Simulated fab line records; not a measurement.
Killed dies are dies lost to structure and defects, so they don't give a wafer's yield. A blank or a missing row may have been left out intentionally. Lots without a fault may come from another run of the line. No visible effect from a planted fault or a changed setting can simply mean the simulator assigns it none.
fab line records	flow n5_finfet
[record] lots = 7	wafers = 21	last_day = 16
route steps=1938 shown BEOL_M1@765 BEOL_M4@1111
lots untouched by any fault: they come from a run of this same line in which no faults occurred
start_h: hours from the record's first day to the start of the lot's first wafer shown	wait_h: hours since the lot's step before	" repeats the value in the row above	L1.1+2: a row that stands for several wafers	- no value, or no start given	* or withheld: withheld	< > ~ a bound
route shown NAME@n: names a module that has steps shown in the file, with the first one's number in the route	usual: the fault-free wafers' mean and standard deviation	same: alike in all rows	chamber/n: place in a boat	sites: each site's reading	_std_site: standard deviation of those values	_edge_site: the outer-site mean with the inner-site mean subtracted	radius_mm: how far each site lies from the wafer's centre	mask NAME#n: copy n	behind: the most recent tool/chamber to have shaped the wafer	hold: what put the lot on hold/how long, in hours/how the hold closed	device: the n, p or np transistor that did not switch	end of line: tests run on the same wafers once the route is complete	a step given without rows: its recipe and nothing more	killed: the dies lost at the first sort to structure and to defects; this is not the yield of the wafer	map: a wafer's dies, marking killed ones x, the rest . and places with no die _
set.NAME: the setting that was run; set.NAME@STEP: the one run at that earlier step	model.NAME: the simulator's own value behind a step, which no gauge read
lots at some steps of the route; a table a step, a row a wafer
services: when a tool's chamber went out of use (start_h, in hours from the record's first day, below 0 if earlier), for how many hours, and the reason
[[steps]]
[step N5_BEOL_M1_OVL_MEAS_12]
[recipe] points_per_wafer = 522
[usual] M1_OVL = -0.1/0.75
lot.wafer	tool	chamber	start_h	wait_h	M1_OVL[nm]
L561.4	overlay-01	0	157.49	0.0	0.5
L561.5	"	0	"	"	0.0
L561.6	"	0	"	"	-0.2
L567.1	overlay-02	0	195.98	0.0	-1.1
L567.2	"	0	"	"	-0.5
L567.6	"	0	"	"	-0.8
L568.1	overlay-01	0	201.40	0.0	0.4
L568.3	"	0	"	"	-0.4
L568.4	"	0	"	"	-1.2
L569.1	overlay-01	0	203.84	0.0	-0.3
L569.2	"	0	"	"	-1.3
L569.4	"	0	"	"	-0.8
L573.2	overlay-01	0	219.83	0.0	-0.5
L573.3	"	0	"	"	-0.6
L573.4	"	0	"	"	0.3
L572.2	overlay-01	0	226.57	0.0	-0.7
L572.4	"	0	"	"	-1.1
L572.6	"	0	"	"	0.1
L574.4	overlay-02	0	233.09	0.0	-0.6
L574.5	"	0	"	"	-2.0
L574.6	"	0	"	"	-0.7
[step N5_BEOL_M1_INSPECT_13]
[recipe] mode = adi	inspect_instrument = brightfield
[usual] raw_defect_count = 369/94
lot.wafer	tool	chamber	start_h	wait_h	raw_defect_count
L561.4	defect_inspect-02	-	157.53	0.0	369
L561.5	"	-	"	"	394
L561.6	"	-	"	"	476
L567.1	defect_inspect-01	-	196.04	0.1	424
L567.2	"	-	"	"	317
L567.6	"	-	"	"	344
L568.1	defect_inspect-01	-	201.46	0.1	571
L568.3	"	-	"	"	496
L568.4	"	-	"	"	518
L569.1	defect_inspect-02	-	203.90	0.1	274
L569.2	"	-	"	"	209
L569.4	"	-	"	"	381
L573.2	defect_inspect-02	-	219.88	0.0	302
L573.3	"	-	"	"	299
L573.4	"	-	"	"	456
L572.2	defect_inspect-02	-	226.63	0.0	233
L572.4	"	-	"	"	329
L572.6	"	-	"	"	234
L574.4	defect_inspect-02	-	233.14	0.0	417
L574.5	"	-	"	"	500
L574.6	"	-	"	"	393
[step N5_BEOL_M1_DESCUM_16]
[recipe] chemistry = O2	time_s = 7	source_power_w = 50	bias_power_w = 20	pressure_mtorr = 20	rf_frequency_hz = 2.712e+07	temp_c = 40	resist = CAR-EUV	o2_flow_sccm = 225
[usual] drypump_motor_current_A = 5.5/0.47	oes_product_au = 0.77/0.09	rf_vpp_V = 243.2/1.5	showerhead_plenum_p_Torr = 2.10/0.068	throttle_valve_pct = 20.43/0.24
lot.wafer	tool	chamber	start_h	wait_h	drypump_motor_current_A	oes_product_au	rf_hours_counter_h	rf_vpp_V	showerhead_plenum_p_Torr	throttle_valve_pct
L561.4	rie_diel-02	2	157.56	0.0	5.2	0.77	156	243.6	2.10	20.58
L561.5	"	1	"	"	5.4	0.90	-	245.0	2.15	20.22
L561.6	"	0	"	"	5.9	0.94	-	246.1	2.22	19.88
L567.1	rie_diel-05	1	196.07	0.0	5.0	0.72	210	244.8	2.15	20.24
L567.2	"	2	"	"	6.4	0.69	221	241.2	1.99	20.80
L567.6	"	3	"	"	5.5	0.75	-	240.2	2.00	20.56
L568.1	rie_diel-02	0	201.50	0.0	5.9	0.91	36	244.0	2.21	19.90
L568.3	"	2	"	"	5.2	0.75	169	242.8	2.09	20.60
L568.4	"	3	"	"	5.8	0.73	180	243.8	2.18	20.47
L569.1	rie_diel-02	1	203.93	0.0	5.4	0.87	42	244.0	2.14	20.22
L569.2	"	2	"	"	5.2	0.77	169	243.8	2.09	20.60
L569.4	"	3	"	"	5.8	0.74	180	244.9	2.17	20.49
L573.2	rie_diel-03	2	220.00	0.1	4.8	0.93	18	244.6	2.14	20.32
L573.3	"	1	"	"	5.4	0.80	117	242.9	2.10	20.26
L573.4	"	0	"	"	5.5	0.80	108	243.2	2.12	20.40
L572.2	rie_diel-03	1	226.66	0.0	5.4	0.80	119	242.7	2.10	20.26
L572.4	"	2	"	"	4.8	0.93	19	244.9	2.14	20.32
L572.6	"	3	"	"	5.3	0.69	-	243.1	2.06	20.40
L574.4	rie_diel-03	2	233.17	0.0	4.8	0.92	22	244.7	2.14	20.33
L574.5	"	3	"	"	5.4	0.70	-	243.6	2.06	20.40
L574.6	"	2	"	"	4.8	0.93	-	244.2	2.14	20.34
[step N5_BEOL_M1_ETCH_74]
[recipe] chemistry = N2/H2	target = underlayer	target_depth_a = 65	mask_material = CAR-EUV	time_s = 5.2	ion_energy_ev = 200	pressure_mtorr = 30	source_w = 840	bias_w = 150	n2_flow_sccm = 200	h2_flow_sccm = 200	ends = cleared
[usual] drypump_motor_current_A = 5.5/0.47	etch_rf_on_time_s = 5.21/0.068	oes_product_au = 0.66/0.075	rf_vpp_V = 524.0/2.7	showerhead_plenum_p_Torr = 2.55/0.083	throttle_valve_pct = 17.84/0.26
lot.wafer	tool	chamber	start_h	wait_h	drypump_motor_current_A	etch_rf_on_time_s	oes_product_au	rf_hours_counter_h	rf_vpp_V	showerhead_plenum_p_Torr	throttle_valve_pct
L561.4	rie_diel-02	2	157.60	0.0	5.2	5.21	0.66	156	523.1	2.54	18.01
L561.5	"	1	"	"	5.5	5.21	0.76	-	524.9	2.59	17.56
L561.6	"	0	"	"	5.9	5.22	0.79	-	527.0	2.70	17.19
L567.1	rie_diel-05	1	196.11	0.0	5.0	5.31	0.61	210	526.2	2.62	17.78
L567.2	"	2	"	"	6.4	5.24	0.59	221	520.5	2.41	18.19
L567.6	"	3	"	"	5.5	5.20	0.63	-	520.6	2.44	18.00
L568.1	rie_diel-02	0	201.53	0.0	5.9	5.21	0.77	36	527.7	2.69	17.21
L568.3	"	2	"	"	5.2	5.16	0.66	169	524.5	2.54	18.02
L568.4	"	3	"	"	5.8	5.30	0.62	180	528.4	2.63	17.76
L569.1	rie_diel-02	1	203.97	0.0	5.4	5.15	0.71	42	526.7	2.58	17.60
L569.2	"	2	"	"	5.2	5.13	0.65	169	523.3	2.54	18.06
L569.4	"	3	"	"	5.8	5.20	0.62	180	524.5	2.63	17.75
L573.2	rie_diel-03	2	220.03	0.0	4.8	5.11	0.81	18	526.2	2.60	17.70
L573.3	"	1	"	"	5.4	5.12	0.69	117	523.7	2.55	17.63
L573.4	"	0	"	"	5.5	5.22	0.68	108	523.3	2.56	17.85
L572.2	rie_diel-03	1	226.70	0.0	5.5	5.15	0.69	119	521.8	2.55	17.64
L572.4	"	2	"	"	4.8	5.13	0.80	19	525.2	2.60	17.72
L572.6	"	3	"	"	5.3	5.22	0.59	-	524.3	2.51	17.85
L574.4	rie_diel-03	2	233.20	0.0	4.9	5.09	0.80	22	527.4	2.60	17.72
L574.5	"	3	"	"	5.4	5.27	0.60	-	519.7	2.51	17.86
L574.6	"	2	"	"	4.8	5.10	0.78	-	524.7	2.60	17.71
[step N5_BEOL_M1_ETCH_63]
[recipe] chemistry = CF4	target = SiARC	target_depth_a = 156	mask_material = CAR-EUV	time_s = 26	ion_energy_ev = 80	pressure_mtorr = 40	source_w = 545	bias_w = 36	Ar_flow_sccm = 100	cf4_flow_sccm = 100	ends = cleared
[step N5_BEOL_M1_ETCH_64]
[recipe] chemistry = N2/H2	target = SOC	target_depth_a = 750	overetch_a = 150	mask_material = SiARC	temp_c = 40	time_s = 112.5	ion_energy_ev = 200	pressure_mtorr = 30	source_w = 840	bias_w = 150	n2_flow_sccm = 200	h2_flow_sccm = 200
[usual] drypump_motor_current_A = 5.5/0.47	oes_product_au = 0.61/0.066	rf_vpp_V = 524.1/2.6	showerhead_plenum_p_Torr = 2.55/0.083	throttle_valve_pct = 17.80/0.26
lot.wafer	tool	chamber	start_h	wait_h	drypump_motor_current_A	oes_product_au	rf_hours_counter_h	rf_vpp_V	showerhead_plenum_p_Torr	throttle_valve_pct
L561.4	rie_diel-02	2	157.64	0.0	5.2	0.60	156	524.7	2.54	17.97
L561.5	"	1	"	"	5.4	0.69	-	525.1	2.59	17.51
L561.6	"	0	"	"	5.9	0.74	-	528.4	2.70	17.13
L567.1	rie_diel-05	1	196.15	0.0	5.0	0.58	210	524.8	2.62	17.76
L567.2	"	2	"	"	6.4	0.55	221	520.8	2.41	18.14
L567.6	"	3	"	"	5.5	0.59	-	521.1	2.44	17.95
L568.1	rie_diel-02	0	201.58	0.0	5.9	0.71	36	527.2	2.69	17.16
L568.3	"	2	"	"	5.2	0.60	169	522.9	2.54	18.01
L568.4	"	3	"	"	5.8	0.59	180	525.6	2.63	17.70
L569.1	rie_diel-02	1	204.01	0.0	5.4	0.67	42	524.7	2.58	17.56
L569.2	"	2	"	"	5.2	0.59	169	525.1	2.54	17.98
L569.4	"	3	"	"	5.8	0.58	180	525.9	2.63	17.70
L573.2	rie_diel-03	2	220.08	0.0	4.8	0.73	18	526.8	2.60	17.67
L573.3	"	1	"	"	5.4	0.63	117	523.3	2.55	17.59
L573.4	"	0	"	"	5.5	0.63	108	524.4	2.56	17.76
L572.2	rie_diel-03	1	226.74	0.0	5.4	0.63	119	523.5	2.55	17.60
L572.4	"	2	"	"	4.8	0.73	19	524.8	2.60	17.68
L572.6	"	3	"	"	5.4	0.56	-	522.0	2.51	17.82
L574.4	rie_diel-03	2	233.25	0.0	4.8	0.72	22	526.0	2.60	17.68
L574.5	"	3	"	"	5.4	0.55	-	523.8	2.51	17.81
L574.6	"	2	"	"	4.8	0.72	-	525.8	2.60	17.68
[step N5_BEOL_M1_STRIP_65]
[recipe] chemistry = N2/H2	temp_c = 40	n2_flow_sccm = 200	h2_flow_sccm = 200	rf_frequency_hz = 6e+07
[step N5_BEOL_M1_STRIP_75]
[recipe] chemistry = N2/H2	temp_c = 40	n2_flow_sccm = 200	h2_flow_sccm = 200	rf_frequency_hz = 6e+07
[step N5_BEOL_M1_STRIP_66]
[recipe] chemistry = CF4	resist = SiARC	power_w = 300	bias_power_w = 75	pressure_mtorr = 50	cf4_flow_sccm = 150	rf_frequency_hz = 6e+07
[step N5_BEOL_M1_HM_OPEN_17]
[recipe] chemistry = Cl2/BCl3	target_depth_a = 200	overetch_a = 60	target = TiN	mask_material = SOC	ion_energy_ev = 150	pressure_mtorr = 10	icp_w = 1000	bias_w = 126	Cl2_flow_sccm = 53.25	bcl3_flow_sccm = 21.75	Ar_flow_sccm = 25
[usual] drypump_motor_current_A = 5.47/0.17	oes_product_au = 0.67/0.082	throttle_valve_pct = 22.20/0.16
lot.wafer	tool	chamber	start_h	wait_h	drypump_motor_current_A	oes_product_au	rf_hours_counter_h	throttle_valve_pct
L561.4	rie_metal-03	0	157.90	0.1	5.37	0.61	-	22.39
L561.5	"	0	"	"	5.39	0.61	-	22.40
L561.6	"	0	"	"	5.40	0.61	-	22.37
L567.1	rie_metal-02	1	196.32	0.0	5.77	0.70	30	22.33
L567.2	"	1	"	"	5.83	0.70	-	22.34
L567.6	"	1	"	"	5.77	0.70	-	22.32
L568.1	rie_metal-01	1	201.75	0.0	5.44	0.59	78	22.17
L568.3	"	0	"	"	5.44	0.71	-	22.25
L568.4	"	1	"	"	5.43	0.60	-	22.18
L569.1	rie_metal-03	1	204.18	0.0	5.45	0.81	4	21.99
L569.2	"	0	"	"	5.37	0.60	67	22.39
L569.4	"	0	"	"	5.37	0.61	-	22.37
L573.2	rie_metal-03	0	220.25	0.0	5.39	0.59	69	22.40
L573.3	"	0	"	"	5.39	0.60	-	22.38
L573.4	"	1	"	"	5.39	0.78	-	22.00
L572.2	rie_metal-03	0	226.91	0.0	5.39	0.59	69	22.41
L572.4	"	0	"	"	5.37	0.60	-	22.40
L572.6	"	1	"	"	5.41	0.78	-	22.00
L574.4	rie_metal-03	0	233.45	0.1	5.38	0.60	-	22.38
L574.5	"	1	"	"	5.41	0.78	-	22.01
L574.6	"	0	"	"	5.38	0.59	-	22.40
[step N5_BEOL_M1_STRIP_19]
[recipe] chemistry = O2	power_w = 400	temp_c = 40	pressure_mtorr = 30	rf_frequency_hz = 6e+07	bias_power_w = 0	overash_fraction = 0.2	o2_flow_sccm = 225
[usual] drypump_motor_current_A = 5.6/0.48	oes_product_au = 0.77/0.085	rf_vpp_V = 3.7/0.48	showerhead_plenum_p_Torr = 2.10/0.069	throttle_valve_pct = 16.70/0.26
lot.wafer	tool	chamber	start_h	wait_h	drypump_motor_current_A	oes_product_au	rf_hours_counter_h	rf_vpp_V	showerhead_plenum_p_Torr	throttle_valve_pct
L561.4	rie_diel-05	3	158.01	0.1	5.5	0.75	158	3.8	2.01	16.79
L561.5	"	2	"	"	6.3	0.70	-	3.9	2.00	17.03
L561.6	"	3	"	"	5.5	0.76	-	3.4	2.01	16.79
L567.1	rie_diel-05	0	196.52	0.2	6.4	0.67	237	4.3	2.07	17.05
L567.2	"	2	"	"	6.3	0.69	221	4.0	2.00	17.05
L567.6	"	0	"	"	6.4	0.68	-	4.2	2.07	17.06
L568.1	rie_diel-02	0	201.86	0.1	5.9	0.90	36	3.6	2.22	16.15
L568.3	"	2	"	"	5.2	0.76	169	3.4	2.10	16.83
L568.4	"	1	"	"	5.4	0.87	42	4.3	2.14	16.45
L569.1	rie_diel-03	2	204.29	0.1	4.9	0.93	13	3.6	2.15	16.53
L569.2	"	1	"	"	5.4	0.79	113	4.4	2.11	16.51
L569.4	"	3	"	"	5.3	0.70	202	4.1	2.07	16.67
L573.2	rie_diel-02	2	220.36	0.1	5.2	0.76	174	4.6	2.10	16.85
L573.3	"	0	"	"	5.9	0.90	42	4.6	2.22	16.14
L573.4	"	1	"	"	5.4	0.87	47	3.8	2.14	16.44
L572.2	rie_diel-05	2	227.04	0.1	6.4	0.68	231	3.5	1.99	17.06
L572.4	"	3	"	"	5.5	0.73	178	3.6	2.00	16.82
L572.6	"	3	"	"	5.5	0.74	-	3.7	2.00	16.80
L574.4	rie_diel-05	1	233.56	0.1	5.0	0.70	224	3.1	2.15	16.58
L574.5	"	2	"	"	6.3	0.68	-	3.5	1.99	17.06
L574.6	"	3	"	"	5.5	0.74	-	4.2	2.00	16.84
[step N5_BEOL_M1_CD_MEAS_18]
[recipe] pitch_nm = 36	target_cd_nm = 18
[usual] cd_nm = 18.0/0.34
lot.wafer	tool	chamber	start_h	wait_h	cd_nm
L561.4	cd_sem-03	-	158.08	0.1	18.5
L561.5	"	-	"	"	17.9
L561.6	"	-	"	"	17.7
L567.1	cd_sem-01	-	196.59	0.0	17.9
L567.2	"	-	"	"	17.8
L567.6	"	-	"	"	18.1
L568.1	cd_sem-01	-	201.93	0.0	18.0
L568.3	"	-	"	"	17.6
L568.4	"	-	"	"	18.0
L569.1	cd_sem-01	-	204.36	0.0	17.5
L569.2	"	-	"	"	18.0
L569.4	"	-	"	"	17.9
L573.2	cd_sem-02	-	220.43	0.1	18.3
L573.3	"	-	"	"	18.1
L573.4	"	-	"	"	18.1
L572.2	cd_sem-02	-	227.12	0.1	18.0
L572.4	"	-	"	"	18.5
L572.6	"	-	"	"	17.8
L574.4	cd_sem-01	-	233.63	0.1	18.7
L574.5	"	-	"	"	18.7
L574.6	"	-	"	"	18.5
[step N5_BEOL_M1_COAT_67]
[recipe] resist = SOC	temp_c = 250	time_s = 60	spin_rpm = 1500	resist_thk_nm = 60
[usual] heater_power_total_W = 500.2/1.8	plate_temp_C = 249.97/0.19	resist_line_temp_C = 23.00/0.11
lot.wafer	tool	chamber	start_h	wait_h	heater_power_total_W	plate_temp_C	resist_line_temp_C	model.SOC_of_BEOL_M1_COAT_67.thk_nm
L561.4	litho_track-02	0	158.12	0.0	499.7	250.10	22.80	60
L561.5	"	0	"	"	499.9	249.91	22.93	59.8
L561.6	"	0	"	"	500.8	250.05	23.03	59.8
L567.1	litho_track-04	0	196.63	0.0	500.9	249.97	22.94	60.2
L567.2	"	0	"	"	499.4	249.85	22.98	59.8
L567.6	"	0	"	"	497.4	249.77	23.00	59.8
L568.1	litho_track-04	0	201.96	0.0	472.4	238.47	23.01	60.6
L568.3	"	0	"	"	470.4	238.50	23.02	60.4
L568.4	"	0	"	"	471.1	238.23	23.00	60.2
L569.1	litho_track-04	0	204.40	0.0	469.7	237.82	23.16	60.4
L569.2	"	0	"	"	470.3	237.92	23.16	60.2
L569.4	"	0	"	"	471.5	238.27	22.97	60.2
L573.2	litho_track-01	0	220.46	0.0	502.6	250.25	23.12	60
L573.3	"	0	"	"	498.2	250.20	23.19	60.2
L573.4	"	0	"	"	497.7	250.07	23.05	60.2
L572.2	litho_track-04	0	227.15	0.0	471.3	238.45	22.94	60.4
L572.4	"	0	"	"	473.1	238.30	22.98	60.2
L572.6	"	0	"	"	474.2	238.53	22.95	60.4
L574.4	litho_track-01	0	233.66	0.0	502.3	250.10	23.03	60
L574.5	"	0	"	"	501.9	250.04	23.10	60.2
L574.6	"	0	"	"	497.9	250.31	23.12	60
[step N5_BEOL_M1_COAT_68]
[recipe] resist = SiARC	temp_c = 220	time_s = 60	spin_rpm = 1500	resist_thk_nm = 12
[step N5_BEOL_M4_RC_MEAS_101]
[usual] DIBL_N = 36.4/1.5	DIBL_P = 36.6/1.9	IOFF_N = 0.155/0.021	IOFF_P = 0.211/0.028	ION_N = 671/8.6	ION_P = 462/5.8	SS_N = 71.5/0.5	SS_P = 73.4/0.58	VT_N = 250.1/2.4	VT_P = -250.1/3
lot.wafer	tool	chamber	start_h	wait_h	DIBL_N[mV/V]	DIBL_P[mV/V]	IOFF_N[nA/um]	IOFF_P[nA/um]	ION_N[uA/um]	ION_P[uA/um]	SS_N[mV/dec]	SS_P[mV/dec]	VT_N[mV]	VT_P[mV]
L561.4	prober-01	0	191.08	0.5	34.7	35.2	0.135	0.227	659	461	71.0	73.1	252.8	-248.1
L561.5	"	0	"	"	33.6	33.5	0.119	0.195	660	462	71.0	72.6	255.6	-248.2
L561.6	"	0	"	"	33.8	33.9	0.128	0.205	658	452	70.2	72.9	253.1	-251.0
L568.1	prober-01	0	236.66	0.0	37.9	36.6	0.174	0.260	679	470	71.2	74.1	248.3	-245.9
L568.3	"	0	"	"	35.9	33.9	0.145	0.215	672	467	71.5	73.4	248.4	-244.7
L568.4	"	0	"	"	36.7	35.3	0.170	0.243	681	476	71.0	73.4	247.0	-244.5
L567.1	prober-02	0	236.97	0.0	35.7	34.6	0.131	0.167	664	459	71.4	73.1	253.5	-252.8
L567.2	"	0	"	"	38.2	37.7	0.178	0.220	679	461	72.4	74.3	251.5	-250.0
L567.6	"	0	"	"	37.7	38.0	0.165	0.213	689	466	72.0	73.8	251.8	-250.6
L569.1	prober-01	0	244.20	0.0	36.8	35.1	0.138	0.189	666	460	71.4	72.8	250.7	-253.3
L569.2	"	0	"	"	37.1	35.7	0.148	0.196	671	460	71.5	72.9	251.4	-253.0
L569.4	"	0	"	"	36.1	34.0	0.129	0.175	666	456	70.4	72.6	252.9	-252.5
L573.2	prober-01	0	268.82	0.2	39.5	40.0	0.203	0.260	674	463	72.3	74.1	247.5	-249.3
L573.3	"	0	"	"	39.6	40.0	0.206	0.262	677	464	72.4	73.9	245.3	-248.5
L573.4	"	0	"	"	39.0	38.8	0.194	0.248	670	463	72.1	73.7	247.8	-249.0
L572.2	prober-01	0	273.91	0.2	37.2	36.7	0.153	0.222	671	460	72.1	73.7	250.6	-249.2
L572.4	"	0	"	"	35.3	34.4	0.115	0.187	653	455	71.2	72.6	255.9	-250.6
L572.6	"	0	"	"	38.0	37.9	0.162	0.244	662	460	72.1	73.5	250.1	-247.3
L574.4	prober-02	0	278.42	0.5	36.5	39.2	0.179	0.239	677	466	71.5	73.3	249.6	-249.1
L574.5	"	0	"	"	35.6	37.8	0.161	0.225	674	464	71.4	73.4	250.0	-248.6
L574.6	"	0	"	"	35.2	37.0	0.158	0.206	676	462	71.6	73.3	249.0	-249.4
[[services]]
tool	chamber	start_h	hours	kind
rie_metal-02	-	133.58	2.8	pm
rie_diel-02	-	140.34	0.4	repair
rie_diel-03	2	145.58	-	clean
rie_diel-03	2	145.58	-	consumable_replace:focus_ring
rie_diel-03	2	145.58	13.5	scheduled_down
rie_diel-03	2	145.58	13.5	vent_cycle
rie_metal-03	1	147.43	-	clean
rie_metal-03	1	147.43	15.2	scheduled_down
rie_metal-03	1	147.43	15.2	vent_cycle
rie_diel-03	1	149.89	4.6	repair
rie_metal-02	0	192.93	-	clean
rie_metal-02	0	192.93	18.3	scheduled_down
rie_metal-02	0	192.93	18.3	vent_cycle
rie_metal-03	-	198.00	1.4	pm
rie_diel-05	0	215.24	3.8	repair
[[key]]
[first_sign] step = N5_BEOL_M1_COAT_67	reading = plate_temp_C	direction = down	sigmas = 63	usual = *	struck = *
[effect] step = N5_BEOL_M1_COAT_67	reading = heater_power_total_W	direction = down	sigmas = 16	usual = *	struck = *
[model_effect] step = N5_BEOL_M1_COAT_67	value = SOC_of_BEOL_M1_COAT_67.thk_nm	without = 60.07	struck = 60.33
met_at N5_BEOL_M1_COAT_67
struck_wafers L568.1,L568.3,L568.4,L569.1,L569.2,L569.4,L572.2,L572.4,L572.6
onset_between 196.63 201.96
[fault] kind = process_parameter_drift	tool = litho_track-04	chamber = -	onset_h = 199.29	steps = N5_BEOL_M1_COAT_67	channel = temp_c	offset = *	shape = step	end_h = 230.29	acts_in = *	stated = *
